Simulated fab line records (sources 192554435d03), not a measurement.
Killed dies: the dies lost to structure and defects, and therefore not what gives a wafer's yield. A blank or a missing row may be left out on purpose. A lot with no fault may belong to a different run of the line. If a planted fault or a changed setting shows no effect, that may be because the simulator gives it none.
The tool behind it: which one? | flow n5-finfet | 27 wafers from 9 lots sampled at 5 of the route's 1938 steps

== WHAT THE GAUGES READ, wafer by wafer ==
N5_BEOL_M4_RC_MEAS_101.
lot  | measured     | on        | DIBL_N (mV/V)  | DIBL_P (mV/V)  | IOFF_N (nA/um) | IOFF_P (nA/um) | ION_N (uA/um) | ION_P (uA/um) | SS_N (mV/dec)  | SS_P (mV/dec)  | VT_N (mV)   | VT_P (mV)
L626 | day 8 08:55  | prober-02 | 34.6 34.0 37.1 | 34.5 33.7 37.9 | 0.14 0.13 0.18 | 0.19 0.17 0.23 | 669 667 689   | 462 460 467   | 71.7 71.6 71.5 | 72.8 72.1 73.1 | 252 253 246 | -248 -253 -247
L627 | day 8 13:37  | prober-01 | 36.0 35.2 37.9 | 37.7 36.5 39.5 | 0.17 0.16 0.22 | 0.24 0.22 0.28 | 685 686 693   | 469 471 476   | 71.2 71.3 72.1 | 73.6 73.5 74.4 | 248 249 247 | -250 -250 -246
L628 | day 8 23:29  | prober-01 | 35.5 36.5 34.6 | 36.7 37.4 35.5 | 0.17 0.20 0.16 | 0.22 0.23 0.19 | 701 691 686   | 472 463 464   | 71.6 71.4 71.5 | 73.9 73.5 73.5 | 246 246 250 | -246 -246 -251
L630 | day 9 17:30  | prober-02 | 37.9 35.0 37.2 | 39.1 34.9 37.8 | 0.19 0.13 0.16 | 0.23 0.17 0.21 | 686 666 669   | 461 458 459   | 72.5 70.4 71.7 | 74.7 73.3 73.2 | 247 255 251 | -251 -254 -252
L629 | day 9 21:58  | prober-02 | 35.7 34.6 36.0 | 37.8 35.9 37.8 | 0.17 0.14 0.18 | 0.19 0.17 0.20 | 678 662 680   | 457 451 459   | 71.7 71.5 71.9 | 73.8 73.2 74.4 | 250 252 247 | -254 -256 -251
L640 | day 11 20:44 | prober-02 | 34.3 32.1 35.0 | 33.7 33.2 36.9 | 0.13 0.11 0.15 | 0.17 0.17 0.20 | 657 669 663   | 460 466 458   | 71.6 70.7 71.1 | 72.2 72.4 73.0 | 254 252 249 | -251 -253 -249
L642 | day 12 09:25 | prober-02 | 37.1 36.5 34.3 | 38.1 37.3 35.6 | 0.16 0.15 0.13 | 0.22 0.21 0.19 | 680 656 668   | 461 452 465   | 71.9 71.4 71.2 | 73.2 72.5 72.7 | 250 254 255 | -251 -250 -248
L643 | day 12 14:55 | prober-02 | 34.0 37.2 35.8 | 33.9 36.5 35.5 | 0.12 0.16 0.14 | 0.15 0.19 0.18 | 664 674 676   | 457 458 464   | 71.4 71.8 70.8 | 72.0 72.7 72.2 | 256 250 252 | -253 -252 -255
L645 | day 13 14:23 | prober-01 | 36.7 35.4 35.4 | 38.0 35.9 36.5 | 0.19 0.17 0.18 | 0.23 0.19 0.19 | 681 684 690   | 460 460 466   | 71.7 71.5 71.6 | 73.4 73.1 73.5 | 245 246 248 | -249 -253 -254

N5_PASSIVATION_INSPECT_64: inspects for defects (macro).
lot  | measured     | on                | raw-defect-count
L626 | day 12 09:40 | defect-inspect-01 | 1 1 0
L627 | day 12 15:20 | defect-inspect-02 | 2 1 1
L628 | day 13 01:56 | defect-inspect-02 | 2 4 3
L630 | day 14 03:11 | defect-inspect-01 | 1 2 3
L629 | day 14 02:45 | defect-inspect-01 | 0 4 2
L640 | day 16 01:28 | defect-inspect-01 | 1 1
L642 | day 16 13:25 | defect-inspect-01 | 0 6 1
L643 | day 16 18:40 | defect-inspect-02 | 1 0 1
L645 | day 17 20:28 | defect-inspect-01 | 2 1 4

== TOOL THAT RAN EACH LOT (tool first, then ch and the chambers of the sampled wafers, then the start) ==
lot  | N5_PASSIVATION_PASS_ETCH_74        | N5_PASSIVATION_ETCH_15             | N5_PASSIVATION_SPUTTER_20
L626 | rie-diel-06 ch 1,3, day 12 08:07   | rie-diel-06 ch 1,3, day 12 08:26   | pvd-sputter-01, day 12 09:02
L627 | rie-diel-03 ch 2,3, day 12 13:45   | rie-diel-03 ch 2,3, day 12 14:04   | pvd-sputter-01, day 12 14:43
L628 | rie-diel-06 ch 1,2,3, day 12 23:50 | rie-diel-06 ch 1,2,3, day 13 00:10 | pvd-sputter-03, day 13 01:19
L630 | rie-diel-03 ch 0,3, day 14 00:59   | rie-diel-03 ch 0,3, day 14 01:19   | pvd-sputter-01, day 14 02:34
L629 | rie-diel-06 ch 0,2,3, day 14 00:36 | rie-diel-06 ch 0,2,3, day 14 00:55 | pvd-sputter-01, day 14 02:07
L640 | rie-diel-05 ch 1,2,3, day 16 00:03 | rie-diel-05 ch 1,2,3, day 16 00:23 | pvd-sputter-03, day 16 00:50
L642 | rie-diel-03 ch 1,3, day 16 11:54   | rie-diel-03 ch 1,3, day 16 12:14   | pvd-sputter-01, day 16 12:40
L643 | rie-diel-06 ch 0,2,3, day 16 16:59 | rie-diel-06 ch 0,2,3, day 16 17:18 | pvd-sputter-02, day 16 17:55
L645 | rie-diel-03 ch 2,3, day 17 18:47   | rie-diel-03 ch 2,3, day 17 19:06   | pvd-sputter-02, day 17 19:51
- N5_PASSIVATION_PASS_ETCH_74: etches SiNx in CF4/O2, target depth 220 nm, time 110 s.
- N5_PASSIVATION_ETCH_15: etches SiCN in CF4/N2, target depth 75 nm, time 81.2 s.
- N5_PASSIVATION_SPUTTER_20: material TaN, target thk 50 nm.

== AS READ BY THE TOOLS THEMSELVES (means over the sampled wafers that have a number; for cases with no such wafer, the mark the record gives instead) ==
N5_PASSIVATION_PASS_ETCH_74.
lot  | tool        | chamber-pressure-mTorr (mTorr) | drypump-motor-current-A (A) | oes_f_703_au (a.u.) | oes-product-au (a.u.) | rf-vpp-V (V) | showerhead-plenum-p-Torr (Torr) | throttle-valve-pct (%)
L626 | rie-diel-06 | 39.98                          | 5.36                        | 0.77                | 0.77                  | 246          | 2.22                            | 16.09
L627 | rie-diel-03 | 40.02                          | 5.18                        | 0.92                | 0.94                  | 245          | 2.22                            | 15.81
L628 | rie-diel-06 | 40.01                          | 5.55                        | 0.78                | 0.77                  | 243          | 2.21                            | 16.15
L630 | rie-diel-03 | 39.98                          | 5.41                        | 0.82                | 0.83                  | 247          | 2.21                            | 15.85
L629 | rie-diel-06 | 40.01                          | 5.44                        | 0.72                | 0.71                  | 244          | 2.21                            | 16.22
L640 | rie-diel-05 | 40.02                          | 5.48                        | 0.79                | 0.80                  | 240          | 2.18                            | 15.83
L642 | rie-diel-03 | 40.01                          | 5.24                        | 0.77                | 0.79                  | 244          | 2.29                            | 16.02
L643 | rie-diel-06 | 39.96                          | 5.42                        | 0.70                | 0.69                  | 245          | 2.21                            | 16.24
L645 | rie-diel-03 | 40.02                          | 5.18                        | 0.84                | 0.86                  | 246          | 2.21                            | 15.89

N5_PASSIVATION_ETCH_15.
lot  | tool        | chamber-pressure-mTorr (mTorr) | drypump-motor-current-A (A) | oes-product-au (a.u.) | rf-vpp-V (V) | showerhead-plenum-p-Torr (Torr) | throttle-valve-pct (%)
L626 | rie-diel-06 | 39.99                          | 5.37                        | 0.76                  | 383.2        | 2.22                            | 15.54
L627 | rie-diel-03 | 40.01                          | 5.17                        | 0.93                  | 382.7        | 2.23                            | 15.27
L628 | rie-diel-06 | 39.95                          | 5.56                        | 0.78                  | 382.5        | 2.21                            | 15.59
L630 | rie-diel-03 | 39.98                          | 5.41                        | 0.83                  | 382.9        | 2.22                            | 15.32
L629 | rie-diel-06 | 40.00                          | 5.45                        | 0.71                  | 381.7        | 2.22                            | 15.68
L640 | rie-diel-05 | 39.99                          | 5.48                        | 0.77                  | 382.4        | 2.19                            | 15.28
L642 | rie-diel-03 | 40.04                          | 5.25                        | 0.79                  | 384.6        | 2.30                            | 15.47
L643 | rie-diel-06 | 40.03                          | 5.44                        | 0.69                  | 382.2        | 2.22                            | 15.72
L645 | rie-diel-03 | 40.00                          | 5.18                        | 0.86                  | 382.4        | 2.21                            | 15.34

N5_PASSIVATION_SPUTTER_20.
lot  | tool           | throttle-valve-pct (%)
L626 | pvd-sputter-01 | 28.9
L627 | pvd-sputter-01 | 29.2
L628 | pvd-sputter-03 | 29.4
L630 | pvd-sputter-01 | 28.8
L629 | pvd-sputter-01 | 29.6
L640 | pvd-sputter-03 | 28.5
L642 | pvd-sputter-01 | 29.1
L643 | pvd-sputter-02 | 29.5
L645 | pvd-sputter-02 | 29.7

== THE ANSWER, worked out from the rows above alone ==
Rule: what is usual is taken from the lots themselves. The widest of any qualifying gaps counts: lots, ordered by their means at a reading, are off when they make up no more than a third of the lots, leave a main group of 4 or more, and stand apart from it by 3 or more times the standard deviation of that group's means. Not used: any main group whose means are identical at the precision the tables above print for the reading. A lot without any number at a reading at which 4 lots or more have one is off too. Any other lot the step has rows for is counted as sound. After the gauges, taken in route order, come the tools' own readings; for these a lot's mean is taken, as printed above. The first step at which some lot is off is used, and at that step the reading that is off furthest; a lot without a number counts as furthest.
Off: L640, seen at N5_BEOL_M4_RC_MEAS_101 (DIBL_N). The main group: mean 35.8 mV/V, standard deviation 0.46.
A tool fits if, at a process step before that reading, it ran every lot that is off, and no sound lot after the first of them. The gauges at N5_BEOL_M4_RC_MEAS_101 are tried like those tools. None of those tried fits.

== WHAT THE SIMULATOR HAD INSERTED ==
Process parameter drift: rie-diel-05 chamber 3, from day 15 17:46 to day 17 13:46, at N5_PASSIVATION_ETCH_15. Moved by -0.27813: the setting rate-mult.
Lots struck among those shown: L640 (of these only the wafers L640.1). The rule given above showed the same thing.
